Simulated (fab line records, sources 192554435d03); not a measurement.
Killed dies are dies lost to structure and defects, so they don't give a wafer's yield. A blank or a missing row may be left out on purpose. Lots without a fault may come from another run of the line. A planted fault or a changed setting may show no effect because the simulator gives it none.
Which tool did it? | flow n5_finfet | 9 lots, 27 wafers sampled, at 5 steps of a route of 1938

WHAT THE GAUGES READ, wafer by wafer
N5_BEOL_M4_RC_MEAS_101.
lot  | measured     | on        | DIBL_N (mV/V)
L429 | day 9 00:22  | prober-02 | 34.6 36.9 37.7
L431 | day 9 07:05  | prober-01 | 37.5 35.5 38.3
L432 | day 9 17:22  | prober-01 | 34.1 35.7 34.1
L433 | day 9 20:26  | prober-02 | 36.0 35.0 36.5
L439 | day 11 17:55 | prober-01 | 35.4 35.2 37.6
L442 | day 12 02:36 | prober-01 | 36.4 34.9 35.2
L443 | day 11 22:14 | prober-01 | 35.6 35.3 37.2
L444 | day 12 19:30 | prober-02 | 37.2 36.8 36.7
L448 | day 13 18:05 | prober-01 | 37.4 40.3 36.6

WHICH TOOL RAN EACH LOT (tool, then ch and the chambers of the sampled wafers, then the start)
lot  | N5_GATE_CUT_HM_OPEN_40            | N5_GATE_CUT_ETCH_19               | N5_GATE_CUT_CUT_ETCH_53           | N5_GATE_CUT_STRIP_21
L429 | rie_diel-02 ch 1,2, day 5 11:44   | rie_diel-02 ch 1,2, day 5 11:51   | rie_metal-01 ch 0, day 5 12:01    | plasma_asher-01 ch 0,1, day 5 12:32
L431 | rie_diel-05 ch 0,2,3, day 6 00:18 | rie_diel-05 ch 0,2,3, day 6 00:26 | rie_metal-02 ch 0, day 6 00:32    | plasma_asher-02 ch 0,1, day 6 01:05
L432 | rie_diel-01 ch 2,3, day 6 07:36   | rie_diel-01 ch 2,3, day 6 07:43   | rie_metal-01 ch 0,1, day 6 07:50  | plasma_asher-01 ch 0,1, day 6 08:07
L433 | rie_diel-05 ch 2,3, day 6 15:26   | rie_diel-05 ch 2,3, day 6 15:33   | rie_metal-01 ch 0,1, day 6 15:40  | plasma_asher-02 ch 1, day 6 16:07
L439 | rie_diel-05 ch 0,3, day 7 22:20   | rie_diel-05 ch 0,3, day 7 22:28   | rie_metal-02 ch 0, day 7 22:34    | plasma_asher-01 ch 0,1, day 7 22:52
L442 | rie_diel-02 ch 0,2, day 8 17:17   | rie_diel-02 ch 0,2, day 8 17:24   | rie_metal-02 ch 1, day 8 17:31    | plasma_asher-01 ch 0,1, day 8 17:48
L443 | rie_diel-02 ch 0,1,2, day 8 23:34 | rie_diel-02 ch 0,1,2, day 8 23:41 | rie_metal-02 ch 0,1, day 8 23:48  | plasma_asher-01 ch 0,1, day 9 00:47
L444 | rie_diel-05 ch 1,2,3, day 9 06:38 | rie_diel-05 ch 1,2,3, day 9 06:45 | rie_metal-03 ch 0,1, day 9 06:53  | plasma_asher-01 ch 0,1, day 9 07:10
L448 | rie_diel-05 ch 1,3, day 10 11:28  | rie_diel-05 ch 1,3, day 10 11:35  | rie_metal-01 ch 0,1, day 10 11:45 | plasma_asher-02 ch 0,1, day 10 12:02
- N5_GATE_CUT_HM_OPEN_40: chemistry C4F6/O2, target SiO2, target depth 139 nm, time 85.1 s.
- N5_GATE_CUT_ETCH_19: etches SiNx in CH3F/O2, target depth 53.7 nm, time 76.7 s.
- N5_GATE_CUT_CUT_ETCH_53: etches W in SF6/Cl2, target depth 79.2 nm.
- N5_GATE_CUT_STRIP_21: strips in N2/H2, time 30 s.

THE ANSWER, worked out from the rows above alone
Rule: what is usual is taken from the lots themselves. Put in order of their means at a reading, lots are off if they are a third of the lots or fewer, leave a main group of 4 or more, and stand apart from it by a gap of 3 or more times the standard deviation of the main group's means; of several such gaps the widest counts. A main group whose means are all the same, to the digits that the tables above print for the reading, isn't used. A lot without any number at a reading at which 4 lots or more have one is off too. The other lots that the step has rows for count as sound.
No lot is off at any reading shown: from this, nothing can be told.

WHAT THE SIMULATOR HAD PUT IN
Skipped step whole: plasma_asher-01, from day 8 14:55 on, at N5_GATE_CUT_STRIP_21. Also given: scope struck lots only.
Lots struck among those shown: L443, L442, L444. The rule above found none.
